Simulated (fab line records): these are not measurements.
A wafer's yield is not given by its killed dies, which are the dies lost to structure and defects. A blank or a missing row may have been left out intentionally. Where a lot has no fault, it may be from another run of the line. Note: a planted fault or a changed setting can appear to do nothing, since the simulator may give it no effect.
fab line records -- flow n5Finfet
record: lots: 12, wafers: 36, lastDay: 17
route steps=1938 shown HKMG_FIN@455 TV_LITHO@1883 PASSIVATION@1930
lots that met no fault: taken from a fault-free run of the same line
startH: start of the lot's first displayed wafer, in hours after the record's first day -- waitH: hours since the lot's step before -- " the same as in the row above -- L1.1+2: a single row standing in for several wafers -- - value missing, or start not given -- * or withheld: withheld -- < > ~ a bound
route shown NAME@n: NAME is a module with steps in the file, n the number in the route of the first one -- usual: the fault-free wafers' mean and standard deviation -- same: alike in all rows -- chamber/n: place in a boat -- sites: the reading at each site -- _std_site: their standard deviation -- _edge_site: the outer-site mean with the inner-site mean subtracted -- radiusMm: how far each site lies from the wafer's centre -- mask NAME#n: copy n -- behind: tool/chamber where the wafer was last shaped -- hold: what put the lot on hold/how long, in hours/how the hold closed -- device: the n, p or np transistor that did not switch -- end of line: the route-end tests of the same wafers -- where a step has no rows: the recipe by itself -- killed: the dies lost at the first sort to structure and to defects; this is not the yield of the wafer -- map: a wafer's dies, x killed, . not, _ none there
set.NAME: the setting that was run; set.NAME@STEP: the one run at that earlier step -- model.NAME: the simulator's own value behind a step, which no gauge read
steps of the route over a sample of lots; a table a step, a row a wafer
services: when a tool's chamber went out of use (startH, in hours from the record's first day, below 0 if earlier), for how many hours, and the reason
== steps ==
step: N5_HKMG_FIN_STRIP_69
recipe: chemistry: N2/H2, powerW: 2500, tempC: 300, h2Frac: 0.65, timeS: 360, pressureMtorr: withheld, n2FlowSccm: 1750, h2FlowSccm: 3250
usual: drypumpMotorCurrentA: 5.8/0.46, heaterPowerW: 497/38
same: timeS: 360
lot.wafer,tool,chamber,startH,waitH,drypumpMotorCurrentA,heaterPowerW,rfHoursCounterH
L457.1,plasmaAsher-02,1,90.22,0.1,5.9,437,88
L457.2,plasmaAsher-02,0,90.22,0.1,5.9,544,88
L457.4,plasmaAsher-02,1,90.22,0.1,5.9,447,-
L458.1,plasmaAsher-02,1,93.28,0.1,5.9,439,90
L458.3,plasmaAsher-02,0,93.28,0.1,5.9,536,-
L458.5,plasmaAsher-02,1,93.28,0.1,5.9,446,-
L459.2,plasmaAsher-02,0,94.95,0.1,5.9,536,91
L459.3,plasmaAsher-02,0,94.95,0.1,5.9,545,-
L459.4,plasmaAsher-02,1,94.95,0.1,5.9,459,-
L460.1,plasmaAsher-02,1,103.08,0.1,5.9,451,93
L460.3,plasmaAsher-02,1,103.08,0.1,5.9,444,-
L460.5,plasmaAsher-02,1,103.08,0.1,5.9,430,-
L462.2,plasmaAsher-01,0,116.05,0.1,5.0,501,43
L462.4,plasmaAsher-01,1,116.05,0.1,6.4,496,-
L462.5,plasmaAsher-01,0,116.05,0.1,5.0,514,-
L465.2,plasmaAsher-01,0,134.46,0.1,5.0,507,47
L465.4,plasmaAsher-01,1,134.46,0.1,6.4,495,-
L465.6,plasmaAsher-01,0,134.46,0.1,5.0,505,-
L471.1,plasmaAsher-01,0,169.04,0.1,5.0,509,54
L471.3,plasmaAsher-01,0,169.04,0.1,5.0,499,-
L471.4,plasmaAsher-01,1,169.04,0.1,6.4,507,-
L472.2,plasmaAsher-02,0,173.08,0.1,5.9,540,107
L472.5,plasmaAsher-02,0,173.08,0.1,5.9,538,-
L472.6,plasmaAsher-02,1,173.08,0.1,5.9,445,-
L474.1,plasmaAsher-02,0,185.23,0.1,5.8,532,109
L474.2,plasmaAsher-02,1,185.23,0.1,5.9,440,109
L474.5,plasmaAsher-02,1,185.23,0.1,5.9,451,-
L475.1,plasmaAsher-02,0,193.97,0.1,5.8,537,111
L475.3,plasmaAsher-02,1,193.97,0.1,5.9,444,-
L475.4,plasmaAsher-02,0,193.97,0.1,5.8,545,-
L476.2,plasmaAsher-01,0,202.47,0.1,5.0,505,60
L476.3,plasmaAsher-01,1,202.47,0.1,6.4,495,-
L476.6,plasmaAsher-01,1,202.47,0.1,6.4,498,-
L477.1,plasmaAsher-02,1,203.67,0.1,5.9,441,113
L477.2,plasmaAsher-02,0,203.67,0.1,5.9,550,113
L477.3,plasmaAsher-02,0,203.67,0.1,5.9,550,-
step: N5_PASSIVATION_CD_MEAS_10
recipe: targetCdNm: 3000, landingEnergyEv: 500, detector: seInlens
usual: cdNm: 3000.1/2.2
lot.wafer,tool,chamber,startH,waitH,cdNm
L457.1,cdSem-01,0,259.85,-,2999.9
L457.2,cdSem-01,0,259.85,-,3000.8
L457.4,cdSem-01,0,259.85,-,3002.9
L460.1,cdSem-01,0,275.16,-,3000.7
L460.3,cdSem-01,0,275.16,-,3000.0
L460.5,cdSem-01,0,275.16,-,3001.6
L458.1,cdSem-02,0,280.32,-,3003.0
L458.3,cdSem-02,0,280.32,-,3003.0
L458.5,cdSem-02,0,280.32,-,3001.3
L459.2,cdSem-01,0,280.68,-,3002.1
L459.3,cdSem-01,0,280.68,-,3002.0
L459.4,cdSem-01,0,280.68,-,3002.3
L462.2,cdSem-02,0,285.10,-,2999.9
L462.4,cdSem-02,0,285.10,-,2999.1
L462.5,cdSem-02,0,285.10,-,3001.0
L465.2,cdSem-02,0,295.33,-,3004.4
L465.4,cdSem-02,0,295.33,-,3007.0
L465.6,cdSem-02,0,295.33,-,2999.5
L471.1,cdSem-03,0,346.55,-,2997.9
L471.3,cdSem-03,0,346.55,-,3002.2
L471.4,cdSem-03,0,346.55,-,3000.9
L472.2,cdSem-02,0,361.06,-,3001.4
L472.5,cdSem-02,0,361.06,-,2999.5
L472.6,cdSem-02,0,361.06,-,2996.2
L475.1,cdSem-03,0,374.28,-,2999.5
L475.3,cdSem-03,0,374.28,-,3001.9
L475.4,cdSem-03,0,374.28,-,2999.2
L474.1,cdSem-03,0,384.12,-,3001.4
L474.2,cdSem-03,0,384.12,-,3002.9
L474.5,cdSem-03,0,384.12,-,3002.5
L477.1,cdSem-03,0,386.51,-,3001.2
L477.2,cdSem-03,0,386.51,-,2999.3
L477.3,cdSem-03,0,386.51,-,3002.0
L476.2,cdSem-01,0,391.24,-,2998.8
L476.3,cdSem-01,0,391.24,-,2995.2
L476.6,cdSem-01,0,391.24,-,2999.7
step: N5_PASSIVATION_ETCH_54
recipe: chemistry: CHF3/O2, target: SiO2, targetDepthA: 8800, CHF3_flow_sccm: 50, O2_flow_sccm: 5, Ar_flow_sccm: 200, timeS: 440, maskMaterial: PR, pressureMtorr: 30, sourceW: 650, biasW: 170, ionEnergyEv: 200
usual: O2_flow_sccm: 5.001/0.015, drypumpMotorCurrentA: 5.7/0.47, oesProductAu: 0.81/0.067, rfVppV: 519/10, showerheadPlenumPTorr: 2.40/0.088, throttleValvePct: 18.80/0.21
same: timeS: 440
lot.wafer,tool,chamber,startH,waitH,O2_flow_sccm,drypumpMotorCurrentA,oesProductAu,rfHoursCounterH,rfVppV,showerheadPlenumPTorr,throttleValvePct
L457.1,rieDiel-06,2,264.33,0.1,4.980,5.5,0.69,236,504,2.47,19.29
L457.2,rieDiel-06,1,264.33,0.1,4.977,6.3,0.88,43,525,2.35,18.56
L457.4,rieDiel-06,3,264.33,0.1,5.014,5.6,0.78,117,514,2.33,18.97
L460.1,rieDiel-01,1,279.48,0.1,4.995,5.0,0.70,216,524,2.29,19.30
L460.3,rieDiel-01,2,279.48,0.1,5.010,6.2,0.87,45,519,2.45,18.72
L460.5,rieDiel-01,2,279.48,0.1,4.985,6.2,0.86,-,521,2.46,18.72
L458.1,rieDiel-02,3,284.14,0.1,4.998,6.1,0.87,44,513,2.35,18.79
L458.3,rieDiel-02,1,284.14,0.1,5.001,6.3,0.74,190,508,2.32,18.74
L458.5,rieDiel-02,0,284.14,0.1,5.014,5.5,0.83,-,511,2.56,18.83
L459.2,rieDiel-02,3,285.30,0.1,5.008,6.2,0.87,45,514,2.35,18.80
L459.3,rieDiel-02,1,285.30,0.1,4.990,6.3,0.75,191,507,2.32,18.74
L459.4,rieDiel-02,0,285.30,0.1,5.017,5.5,0.83,80,511,2.56,18.85
L462.2,rieDiel-02,0,289.95,0.1,5.008,5.5,0.83,81,511,2.56,18.88
L462.4,rieDiel-02,2,289.95,0.1,4.996,5.8,0.83,64,536,2.45,18.75
L462.5,rieDiel-02,1,289.95,0.1,5.001,6.3,0.74,-,507,2.32,18.76
L465.2,rieDiel-01,0,299.66,0.1,5.012,4.7,0.70,249,516,2.35,18.71
L465.4,rieDiel-01,3,299.66,0.1,4.974,5.4,0.84,-,537,2.34,18.68
L465.6,rieDiel-01,0,299.66,0.1,4.995,4.7,0.70,-,514,2.35,18.70
L471.1,rieDiel-02,2,350.28,0.1,4.990,5.8,0.82,79,537,2.45,18.77
L471.3,rieDiel-02,3,350.28,0.1,5.004,6.1,0.85,65,513,2.34,18.83
L471.4,rieDiel-02,1,350.28,0.1,4.970,6.3,0.73,210,507,2.31,18.78
L472.2,rieDiel-02,3,365.43,0.1,5.010,6.1,0.84,71,514,2.34,18.83
L472.5,rieDiel-02,2,365.43,0.1,4.996,5.8,0.80,-,538,2.44,18.77
L472.6,rieDiel-02,3,365.43,0.1,4.995,6.1,0.84,-,514,2.34,18.85
L475.1,rieDiel-01,2,378.18,0.1,4.988,6.2,0.82,80,520,2.44,18.78
L475.3,rieDiel-01,3,378.18,0.1,5.027,5.4,0.80,101,537,2.33,18.73
L475.4,rieDiel-01,0,378.18,0.1,5.000,4.7,0.91,-,515,2.34,18.34
L474.1,rieDiel-02,2,389.84,0.1,4.985,5.8,0.79,91,537,2.44,18.79
L474.2,rieDiel-02,3,389.84,0.1,4.976,6.1,0.84,79,514,2.34,18.83
L474.5,rieDiel-02,3,389.84,0.1,5.002,6.1,0.84,-,512,2.34,18.85
L477.1,rieDiel-02,3,390.53,0.1,5.017,6.1,0.83,79,513,2.34,18.84
L477.2,rieDiel-02,2,390.53,0.1,5.017,5.8,0.79,92,536,2.44,18.81
L477.3,rieDiel-02,1,390.53,0.1,5.005,6.3,0.72,219,508,2.31,18.81
L476.2,rieDiel-06,2,395.14,0.1,5.008,5.6,0.92,19,504,2.46,18.95
L476.3,rieDiel-06,3,395.14,0.1,5.014,5.6,0.74,159,513,2.31,19.03
L476.6,rieDiel-06,2,395.14,0.1,5.012,5.6,0.90,-,502,2.46,18.94
step: N5_PASSIVATION_PROBE_49
usual: defectLimitedYield: 91.0/1.5, killed_at_M0_to_M3: 34/11, killed_at_M4_up: 14/5.3, killedAtContacts: 13/7, killedAtFrontEnd: 41/13, killedAtOther: 4/3.1, killedDies: 106/17, killedOpen: 70/12, killedShort: 35/8, sort_bin_5_function: 5.2/0.98, sort_bin_6_memory: 3.4/0.69, sortNPass: 1074/17, sortYieldPct: 91.0/1.5
same: grossDies: 1180, killedAtBackSide: 0, sort_bin_4_leakage[%]: 0, sort_bin_8_speed[%]: 0
lot.wafer,tool,chamber,startH,waitH,defectLimitedYield[%],killed_at_M0_to_M3,killed_at_M4_up,killedAtContacts,killedAtFrontEnd,killedAtOther,killedDies,killedOpen,killedShort,sort_bin_5_function[%],sort_bin_6_memory[%],sortNPass,sortYieldPct[%]
L460.1,prober-01,-,282.26,0.0,83.3,18,10,14,145,10,197,58,33,11.4,3.9,983,83.3
L460.3,prober-01,-,282.36,0.1,79.9,49,11,11,161,5,237,82,42,12.5,5.3,943,79.9
L460.5,prober-01,-,282.46,0.2,81.0,16,10,25,172,1,224,76,38,12.2,4.7,956,81.0
L459.2,prober-01,-,288.75,0.1,84.0,17,20,8,138,6,189,57,27,10.8,3.7,991,84.0
L459.3,prober-01,-,288.80,0.1,84.1,31,23,7,124,3,188,51,33,10.6,3.9,992,84.1
L459.4,prober-01,-,288.85,0.2,84.9,18,9,10,141,0,178,48,29,9.1,4.7,1002,84.9
L465.2,prober-01,-,302.56,0.1,91.1,36,23,17,26,3,105,77,28,5.4,3.4,1075,91.1
L465.4,prober-01,-,302.66,0.2,91.0,50,20,9,25,2,106,58,46,5.3,3.1,1074,91.0
L465.6,prober-01,-,302.76,0.3,90.8,34,22,11,40,1,108,71,37,4.9,4.0,1072,90.8
L471.1,prober-01,-,353.06,0.0,91.1,28,16,33,27,1,105,77,25,4.8,3.7,1075,91.1
L471.3,prober-01,-,353.16,0.1,91.7,24,32,8,29,5,98,59,31,4.6,3.1,1082,91.7
L471.4,prober-01,-,353.21,0.2,88.9,38,26,9,58,0,131,88,41,6.9,3.8,1049,88.9
L472.2,prober-02,-,368.26,0.1,90.9,32,12,8,51,4,107,61,46,5.5,3.1,1073,90.9
L472.5,prober-02,-,368.41,0.2,90.9,35,7,15,47,3,107,76,31,5.3,3.6,1073,90.9
L472.6,prober-02,-,368.46,0.3,91.7,26,8,6,54,4,98,57,41,4.8,3.0,1082,91.7
L475.1,prober-02,-,380.97,0.0,90.0,40,14,26,29,9,118,81,36,6.1,3.1,1062,90.0
L475.3,prober-02,-,381.07,0.1,92.7,28,15,17,25,1,86,60,26,4.7,2.4,1094,92.7
L475.4,prober-02,-,381.12,0.2,89.4,31,9,30,53,2,125,78,43,6.1,3.7,1055,89.4
L474.1,prober-02,-,392.62,0.0,90.6,45,6,10,44,6,111,64,47,6.3,3.0,1069,90.6
L474.2,prober-02,-,392.67,0.1,91.0,37,11,17,32,9,106,76,29,5.0,3.6,1074,91.0
L474.5,prober-02,-,392.82,0.2,91.0,32,14,23,32,5,106,63,42,5.5,3.3,1074,91.0
L476.2,prober-01,-,398.00,0.1,90.9,26,17,8,50,6,107,69,38,5.3,3.4,1073,90.9
L476.3,prober-01,-,398.05,0.1,90.6,44,11,8,47,1,111,68,42,5.0,4.0,1069,90.6
L476.6,prober-01,-,398.20,0.3,88.9,60,15,20,36,0,131,88,42,7.6,3.1,1049,88.9
killed by level:class
L460.1 HKMG_FIN:unspecified=103 STI_FIN_REVEAL:geometricParticle:open=11 MOL_CONTACT_COAG:geometricParticle:open=10 FIN_SAQP:geometricParticle:open=8 DUMMY_GATE:geometricParticle:open=6 BEOL_M3:geometricParticle:open=6 MIM_TOP_ETCH:geometricParticle:short=6 FIN_SAQP:geometricParticle:short=5
L460.3 HKMG_FIN:unspecified=110 FIN_SAQP:geometricParticle:open=19 BEOL_M0_SAQP:geometricParticle:open=12 BEOL_M0_SAQP:geometricParticle:short=12 FIN_SAQP:geometricParticle:short=10 BEOL_M2:geometricParticle:open=8 STI_FIN_REVEAL:geometricParticle:open=6 GATE_CUT:geometricParticle:short=6
L460.5 HKMG_FIN:unspecified=108 MOL_CONTACT_COAG:geometricParticle:open=16 FIN_SAQP:geometricParticle:open=14 FIN_SAQP:geometricParticle:short=10 STI_FIN_REVEAL:geometricParticle:open=10 MOL_CONTACT_COAG:geometricParticle:short=9 GATE_CUT:geometricParticle:short=8 GATE_CUT:geometricParticle:open=8
L459.2 HKMG_FIN:unspecified=104 FIN_SAQP:geometricParticle:open=8 MOL_CONTACT_COAG:geometricParticle:open=7 GATE_CUT:geometricParticle:short=5 BEOL_M0_SAQP:geometricParticle:open=5 DUMMY_GATE:geometricParticle:open=4 GATE_CUT:geometricParticle:open=4 BEOL_M0_SAQP:geometricParticle:short=4
L459.3 HKMG_FIN:unspecified=102 BEOL_M4:geometricParticle:open=15 BEOL_M0_SAQP:geometricParticle:open=7 FIN_SAQP:geometricParticle:open=6 BEOL_M0_SAQP:geometricParticle:short=6 MOL_CONTACT_COAG:geometricParticle:open=4 BEOL_M4:geometricParticle:short=4 FIN_SAQP:geometricParticle:short=3
L459.4 HKMG_FIN:unspecified=101 BEOL_M0_SAQP:geometricParticle:short=8 FIN_SAQP:geometricParticle:open=7 MOL_CONTACT_COAG:geometricParticle:open=7 GATE_CUT:geometricParticle:short=6 BEOL_M4:geometricParticle:open=6 FIN_SAQP:geometricParticle:short=5 DUMMY_GATE:geometricParticle:open=5
L465.2 MOL_CONTACT_COAG:geometricParticle:open=15 BEOL_M3:geometricParticle:open=10 BEOL_M1:geometricParticle:open=8 BEOL_M0_SAQP:geometricParticle:open=7 FIN_SAQP:geometricParticle:open=6 GATE_CUT:geometricParticle:short=6 BEOL_M4:geometricParticle:open=6 STARTING-WAFER:geometricParticle:short=5
L465.4 BEOL_M0_SAQP:geometricParticle:short=20 BEOL_M0_SAQP:geometricParticle:open=11 MOL_CONTACT_COAG:geometricParticle:open=8 BEOL_M3:geometricParticle:open=7 FIN_SAQP:geometricParticle:short=6 BEOL_M1:geometricParticle:open=6 STI_FIN_REVEAL:geometricParticle:open=5 BEOL_M4:geometricParticle:short=5
L465.6 FIN_SAQP:geometricParticle:open=18 BEOL_M0_SAQP:geometricParticle:short=15 BEOL_M5:geometricParticle:open=9 MOL_CONTACT_COAG:geometricParticle:open=6 BEOL_M0_SAQP:geometricParticle:open=6 STI_FIN_REVEAL:geometricParticle:open=5 MOL_CONTACT_COAG:geometricParticle:short=5 BEOL_M1:geometricParticle:open=4
L471.1 MOL_CONTACT_COAG:geometricParticle:open=27 BEOL_M4:geometricParticle:open=11 BEOL_M2:geometricParticle:open=8 BEOL_M1:geometricParticle:open=6 MOL_CONTACT_COAG:geometricParticle:short=6 BEOL_M3:geometricParticle:open=6 ILD0:geometricParticle:short=5 BEOL_M0_SAQP:geometricParticle:open=4
L471.3 BEOL_M4:geometricParticle:open=19 FIN_SAQP:geometricParticle:open=10 MOL_CONTACT_COAG:geometricParticle:open=6 BEOL_M4:geometricParticle:short=5 HKMG_FIN:areaEtch=5 BEOL_M0_SAQP:geometricParticle:short=4 BEOL_M0_SAQP:geometricParticle:open=4 BEOL_M2:geometricParticle:short=4
L471.4 FIN_SAQP:geometricParticle:open=20 BEOL_M4:geometricParticle:open=13 STI_FIN_REVEAL:geometricParticle:open=9 MOL_CONTACT_COAG:geometricParticle:open=8 BEOL_M0:geometricParticle:short=7 BEOL_M2:geometricParticle:open=7 FIN_SAQP:geometricParticle:short=6 DUMMY_GATE:geometricParticle:open=6
L472.2 FIN_SAQP:geometricParticle:short=13 FIN_SAQP:geometricParticle:open=10 STI_FIN_REVEAL:geometricParticle:open=10 MOL_CONTACT_COAG:geometricParticle:open=6 BEOL_M0_SAQP:geometricParticle:open=6 BEOL_M4:geometricParticle:open=6 BEOL_M3:geometricParticle:open=5 BEOL_M0_SAQP:geometricParticle:short=5
L472.5 FIN_SAQP:geometricParticle:open=16 MOL_CONTACT_COAG:geometricParticle:open=15 BEOL_M1:geometricParticle:open=10 BEOL_M2:geometricParticle:open=9 ILD0:geometricParticle:short=7 FIN_SAQP:geometricParticle:short=5 GATE_CUT:geometricParticle:short=5 BEOL_M0:geometricParticle:open=4
L472.6 FIN_SAQP:geometricParticle:short=11 FIN_SAQP:geometricParticle:open=9 STI_FIN_REVEAL:geometricParticle:open=7 MOL_CONTACT_COAG:geometricParticle:open=5 BEOL_M3:geometricParticle:open=5 ILD0:geometricParticle:short=4 ILD0:geometricParticle:open=4 BEOL_M1:geometricParticle:open=4
L475.1 MOL_CONTACT_COAG:geometricParticle:open=23 BEOL_M0_SAQP:geometricParticle:open=13 FIN_SAQP:geometricParticle:short=10 BEOL_M0_SAQP:geometricParticle:short=10 BEOL_M1:geometricParticle:open=8 BEOL_M4:geometricParticle:open=7 FIN_SAQP:geometricParticle:open=5 GATE_CUT:geometricParticle:short=4
L475.3 MOL_CONTACT_COAG:geometricParticle:open=12 BEOL_M1:geometricParticle:open=12 BEOL_M4:geometricParticle:open=9 FIN_SAQP:geometricParticle:open=8 STI_FIN_REVEAL:geometricParticle:open=8 BEOL_M0_SAQP:geometricParticle:short=6 MOL_CONTACT_COAG:geometricParticle:short=5 FIN_SAQP:geometricParticle:short=3
L475.4 MOL_CONTACT_COAG:geometricParticle:open=24 FIN_SAQP:geometricParticle:short=12 STI_FIN_REVEAL:geometricParticle:open=10 BEOL_M1:geometricParticle:open=8 FIN_SAQP:geometricParticle:open=6 MOL_CONTACT_COAG:geometricParticle:short=6 BEOL_M0_SAQP:geometricParticle:short=6 GATE_CUT:geometricParticle:open=5
L474.1 DUMMY_GATE:geometricParticle:open=12 BEOL_M0_SAQP:geometricParticle:short=12 BEOL_M1:geometricParticle:open=10 STI_FIN_REVEAL:geometricParticle:open=7 GATE_CUT:geometricParticle:short=7 MOL_CONTACT_COAG:geometricParticle:open=7 BEOL_M0_SAQP:geometricParticle:open=6 FIN_SAQP:geometricParticle:open=5
L474.2 BEOL_M0_SAQP:geometricParticle:open=13 MOL_CONTACT_COAG:geometricParticle:open=10 STI_FIN_REVEAL:geometricParticle:open=8 FIN_SAQP:geometricParticle:open=7 MOL_CONTACT_COAG:geometricParticle:short=7 BEOL_M4:geometricParticle:open=6 BEOL_M1:geometricParticle:open=5 GATE_CUT:geometricParticle:short=4
L474.5 MOL_CONTACT_COAG:geometricParticle:open=19 GATE_CUT:geometricParticle:short=7 BEOL_M0_SAQP:geometricParticle:open=7 BEOL_M4:geometricParticle:open=6 BEOL_M0_SAQP:geometricParticle:short=5 BEOL_M3:geometricParticle:open=5 GATE_CUT:geometricParticle:open=4 MOL_CONTACT_COAG:geometricParticle:short=4
L476.2 FIN_SAQP:geometricParticle:open=21 FIN_SAQP:geometricParticle:short=10 MOL_CONTACT_COAG:geometricParticle:open=7 BEOL_M2:geometricParticle:open=6 BEOL_M4:geometricParticle:short=6 STI_FIN_REVEAL:geometricParticle:open=5 BEOL_M0_SAQP:geometricParticle:short=5 BEOL_M4:geometricParticle:open=5
L476.3 FIN_SAQP:geometricParticle:open=16 BEOL_M0_SAQP:geometricParticle:short=15 BEOL_M2:geometricParticle:open=9 FIN_SAQP:geometricParticle:short=8 BEOL_M0:geometricParticle:open=6 BEOL_M0_SAQP:geometricParticle:open=6 DUMMY_GATE:geometricParticle:open=5 MOL_CONTACT_COAG:geometricParticle:open=5
L476.6 BEOL_M0_SAQP:geometricParticle:open=18 BEOL_M0_SAQP:geometricParticle:short=13 MOL_CONTACT_COAG:geometricParticle:open=12 FIN_SAQP:geometricParticle:open=11 BEOL_M2:geometricParticle:open=10 FIN_SAQP:geometricParticle:short=8 MOL_CONTACT_COAG:geometricParticle:short=8 BEOL_M1:geometricParticle:open=8
== services ==
tool,chamber,startH,hours,kind
rieDiel-02,-,72.54,11.6,repair
plasmaAsher-01,-,80.62,13.4,repair
rieDiel-02,2,96.77,1.5,repair
rieDiel-02,2,101.58,-,clean
rieDiel-02,2,101.58,-,consumableReplace:focusRing
rieDiel-02,2,101.58,20.0,scheduledDown
rieDiel-02,2,101.58,20.0,ventCycle
rieDiel-01,3,130.35,4.5,repair
rieDiel-01,2,147.45,-,clean
rieDiel-01,2,147.45,-,consumableReplace:focusRing
rieDiel-02,3,148.32,-,clean
rieDiel-02,3,148.32,-,consumableReplace:focusRing
rieDiel-01,-,148.96,0.1,repair
rieDiel-02,1,158.46,5.5,repair
rieDiel-06,-,215.62,15.6,pm
rieDiel-02,2,235.45,2.4,repair
rieDiel-01,3,246.14,18.9,repair
rieDiel-01,2,299.37,5.1,repair
rieDiel-01,-,311.59,0.2,repair
rieDiel-02,2,343.93,4.8,repair
rieDiel-02,2,363.16,1.3,repair
rieDiel-02,1,369.34,9.8,repair
plasmaAsher-02,-,371.17,0.6,repair
rieDiel-06,3,380.46,6.0,repair
== key ==
firstSign: step: N5_PASSIVATION_PROBE_49, reading: killedAtFrontEnd, direction: up, sigmas: 7.9, usual: 41, struck: 147
effect: step: N5_PASSIVATION_PROBE_49, reading: defectLimitedYield, direction: down, sigmas: 5.5, usual: 91.0, struck: 82.9
moreKillsBornAt: N5_HKMG_FIN_STRIP_69@plasmaAsher-02: 628
metAt N5_HKMG_FIN_STRIP_69
struckLots L459,L460
notActingAt N5_PASSIVATION_CD_MEAS_10,N5_PASSIVATION_ETCH_54
onsetBetween 93.28 94.95
fault: kind: chamberParticleSource, tool: plasmaAsher-02, chamber: -, onsetH: 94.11, steps: N5_HKMG_FIN_STRIP_69, ratePerVisitCm2: 0.54347, endH: 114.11
